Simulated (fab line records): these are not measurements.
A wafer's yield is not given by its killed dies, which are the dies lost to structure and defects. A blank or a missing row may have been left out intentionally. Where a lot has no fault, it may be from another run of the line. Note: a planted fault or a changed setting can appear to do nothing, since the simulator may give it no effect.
The tool behind it: which one? ; flow n5 finfet ; 28 wafers from 10 lots sampled at 6 of the route's 1938 steps

## WHAT EACH GAUGE READ, for each wafer
N5_STI_FIN_REVEAL_INSPECT_13: inspects for defects (darkfield).
lot;measured;on;raw defect count
L738;day 3 06:04;defect inspect-01;10 16
L739;day 3 12:53;defect inspect-02;8 27 6
L745;day 5 07:10;defect inspect-02;468 477 494
L746;day 5 14:01;defect inspect-02;468 477 462
L747;day 5 19:05;defect inspect-01;16 11 13
L750;day 6 08:08;defect inspect-01;5 7 9
L752;day 6 18:31;defect inspect-01;6 10
L753;day 7 00:28;defect inspect-02;10 11 17
L757;day 8 01:32;defect inspect-02;4 12 10
L758;day 8 07:36;defect inspect-02;7 11 5

N5_DUMMY_GATE_THK_MEAS_05.
lot;measured;on;thk nm (nm)
L738;day 3 10:41;film metro-01;69.2 69.5
L739;day 3 17:20;film metro-02;71.9 73.7 72.2
L745;day 5 11:20;film metro-01;72.4 70.3 71.1
L746;day 5 18:12;film metro-01;70.5 72.2 71.6
L747;day 5 23:17;film metro-01;71.6 73.1 69.7
L750;day 6 12:19;film metro-02;72.5 69.6 69.5
L752;day 6 22:42;film metro-01;72.8 69.5
L753;day 7 05:03;film metro-01;70.9 70.1 72.9
L757;day 8 05:43;film metro-02;68.3 71.0 69.9
L758;day 8 13:51;film metro-01;70.2 71.9 71.6

N5_BEOL_M4_RC_MEAS_101.
lot;measured;on;DIBL_N (mV/V);DIBL_P (mV/V);IOFF_N (nA/um);IOFF_P (nA/um);ION_N (uA/um);ION_P (uA/um);SS_N (mV/dec);SS_P (mV/dec);VT_N (mV);VT_P (mV)
L738;day 12 12:42;prober-02;38.0 37.4;37.0 37.3;0.19 0.16;0.20 0.21;692 681;462 459;71.4 71.2;73.3 73.3;247 249;-252 -252
L739;day 12 14:16;prober-01;36.2 37.5 41.2;35.5 38.0 40.8;0.13 0.16 0.24;0.16 0.20 0.24;658 679 677;441 457 452;72.6 72.2 72.4;73.6 72.6 74.0;254 251 245;-256 -254 -250
L745;day 14 11:06;prober-02;34.1 36.3 34.2;34.6 37.9 35.2;0.14 0.19 0.16;0.18 0.24 0.19;668 697 689;453 472 470;70.5 72.3 71.6;72.2 73.2 73.5;250 247 247;-252 -248 -249
L746;day 14 05:20;prober-01;39.3 39.9 41.5;39.7 40.9 41.8;0.19 0.22 0.27;0.27 0.27 0.30;701 709 715;477 470 484;71.6 72.0 72.1;73.5 74.2 74.2;246 244 242;-249 -249 -245
L747;day 14 15:04;prober-02;40.5 34.8 39.7;39.8 32.8 38.2;0.25 0.13 0.21;0.26 0.16 0.23;689 669 681;464 452 462;72.8 70.7 72.7;74.4 72.4 73.4;242 250 246;-247 -253 -252
L750;day 15 08:53;prober-01;40.9 37.4 37.9;40.7 36.3 36.6;0.22 0.16 0.16;0.30 0.22 0.22;692 676 679;477 468 471;72.4 71.1 71.7;74.6 73.8 73.2;244 248 250;-242 -250 -249
L752;day 15 12:55;prober-02;37.3 38.1;36.6 37.9;0.16 0.19;0.23 0.25;680 676;463 459;72.0 72.4;74.3 73.7;252 249;-250 -246
L753;day 16 00:22;prober-01;38.0 37.0 39.6;36.7 35.4 38.5;0.18 0.16 0.20;0.22 0.20 0.24;665 677 681;457 462 463;71.2 71.2 72.0;73.7 73.1 74.4;248 248 246;-250 -249 -251
L757;day 17 05:06;prober-02;39.4 36.0 38.5;38.3 34.0 39.8;0.22 0.17 0.22;0.26 0.19 0.30;685 680 688;469 459 471;73.2 71.6 71.4;73.9 72.8 73.6;245 249 244;-247 -251 -246
L758;day 17 18:26;prober-02;36.5 33.3 36.9;36.5 31.9 37.3;0.16 0.12 0.19;0.26 0.17 0.26;662 680 686;460 463 475;71.5 70.8 72.2;73.6 73.0 74.0;250 248 248;-245 -251 -246

## WHAT TOOL EACH LOT RAN ON (gives the tool, then ch and the chambers of the sampled wafers, and finally the start)
lot;N5_FIN_CUT_CUT_ETCH_15;N5_STI_FIN_REVEAL_ALD_14;N5_STI_FIN_REVEAL_ETCH_34
L738;rie si-04 ch 0,3, day 2 20:51;ald sin-01 ch 1, day 2 21:13;rie si-03 ch 1,2, day 3 05:20
L739;rie si-04 ch 1,3, day 3 03:11;ald sin-02 ch 0,2,3, day 3 03:34;rie si-02 ch 0,2,3, day 3 12:05
L745;rie si-05 ch 0,2,3, day 4 18:56;ald sin-01 ch 0,1, day 4 22:13;rie si-03 ch 1,2, day 5 06:28
L746;rie si-05 ch 0,2,3, day 5 03:47;ald sin-02 ch 0,2,3, day 5 04:49;rie si-03 ch 0,2,3, day 5 13:19
L747;rie si-04 ch 1,3, day 5 09:22;ald sin-03 ch 0,1,2, day 5 09:44;rie si-01 ch 2,3, day 5 18:23
L750;rie si-04 ch 0,1,2, day 5 22:56;ald sin-03 ch 0,1,3, day 5 23:17;rie si-01 ch 0,2, day 6 07:18
L752;rie si-06 ch 1,2, day 6 09:23;ald sin-03 ch 0,1, day 6 09:45;rie si-01 ch 1, day 6 17:47
L753;rie si-04 ch 0,1,2, day 6 15:29;ald sin-03 ch 2,3, day 6 15:52;rie si-01 ch 1,2,3, day 6 23:47
L757;rie si-04 ch 0,1, day 7 16:11;ald sin-02 ch 0,1,2, day 7 16:44;rie si-01 ch 0,1,2, day 8 00:50
L758;rie si-04 ch 0,1,3, day 7 22:06;ald sin-03 ch 0,1, day 7 22:53;rie si-02 ch 0,1,2, day 8 06:54
- N5_FIN_CUT_CUT_ETCH_15: etches Si in HBr/Cl2/O2, target depth 100 nm, bt time 10 s, time 42.4 s.
- N5_STI_FIN_REVEAL_ALD_14: deposits Si3N4, target thk 3 nm.
- N5_STI_FIN_REVEAL_ETCH_34: etches Si in H2, material Si, target depth 0.97 nm.

## AS READ BY THE TOOLS THEMSELVES (means over the sampled wafers that have a number; for cases with no such wafer, the mark the record gives instead)
N5_FIN_CUT_CUT_ETCH_15.
lot;tool;drypump motor current A (A);he backside leak sccm (sccm);oes product au (a.u.);throttle valve pct (%)
L738;rie si-04;6.2;2.8;1.007;36.7
L739;rie si-04;5.8;2.8;1.004;36.3
L745;rie si-05;5.7;2.7;1.008;37.4
L746;rie si-05;5.7;3.4;1.009;37.3
L747;rie si-04;5.4;2.6;0.998;36.3
L750;rie si-04;5.7;2.5;1.006;37.0
L752;rie si-06;6.0;2.7;0.982;36.6
L753;rie si-04;5.7;2.5;1.007;37.0
L757;rie si-04;5.8;2.6;1.013;36.7
L758;rie si-04;5.8;2.8;1.002;36.5

N5_STI_FIN_REVEAL_ALD_14.
lot;tool;heater power w (W)
L738;ald sin-01;728
L739;ald sin-02;809
L745;ald sin-01;791
L746;ald sin-02;819
L747;ald sin-03;830
L750;ald sin-03;825
L752;ald sin-03;795
L753;ald sin-03;881
L757;ald sin-02;868
L758;ald sin-03;799

N5_STI_FIN_REVEAL_ETCH_34.
lot;tool;drypump motor current A (A);he backside leak sccm (sccm);he flow sccm (sccm);oes product au (a.u.);throttle valve pct (%)
L738;rie si-03;5.6;2.69;142.4;0.990;25.2
L739;rie si-02;5.8;2.70;142.5;1.014;25.7
L745;rie si-03;5.6;2.89;142.6;0.987;25.4
L746;rie si-03;6.0;2.57;142.7;0.992;25.4
L747;rie si-01;6.2;2.59;142.6;0.987;26.1
L750;rie si-01;5.9;2.87;142.5;0.984;25.3
L752;rie si-01;6.0;2.76;142.6;1.020;25.6
L753;rie si-01;6.1;2.76;142.6;1.001;26.1
L757;rie si-01;5.9;2.74;142.8;1.005;25.5
L758;rie si-02;6.0;2.57;142.1;0.996;25.7

## THE ANSWER, worked out from the rows above alone
Rule: what is usual is taken from the lots themselves. The widest of any qualifying gaps counts: lots, ordered by their means at a reading, are off when they make up no more than a third of the lots, leave a main group of 4 or more, and stand apart from it by 3 or more times the standard deviation of that group's means. A main group whose means are all the same, to the digits that the tables above print for the reading, isn't used. Also off: a lot with no number at a reading for which 4 or more lots have one. Where the step has rows for the other lots, those lots are counted as sound. First the gauges in route order, then the tools' own readings, where a lot's mean is used as printed above. The first step at which some lot is off is used, and at that step the reading that is off furthest; a lot without a number counts as furthest.
Off, at N5_STI_FIN_REVEAL_INSPECT_13 on raw defect count: L745, L746. The main group: mean 10, standard deviation 2.7.
A tool fits if, at a process step before that reading, it ran every lot that is off, and no sound lot after the first of them. Those tools and the gauges at N5_STI_FIN_REVEAL_INSPECT_13 are tried in the same way. Can't be told from this: 2 tools fit, rie si-05 at N5_FIN_CUT_CUT_ETCH_15, rie si-03 at N5_STI_FIN_REVEAL_ETCH_34.

## WHAT THE SIMULATOR PUT IN
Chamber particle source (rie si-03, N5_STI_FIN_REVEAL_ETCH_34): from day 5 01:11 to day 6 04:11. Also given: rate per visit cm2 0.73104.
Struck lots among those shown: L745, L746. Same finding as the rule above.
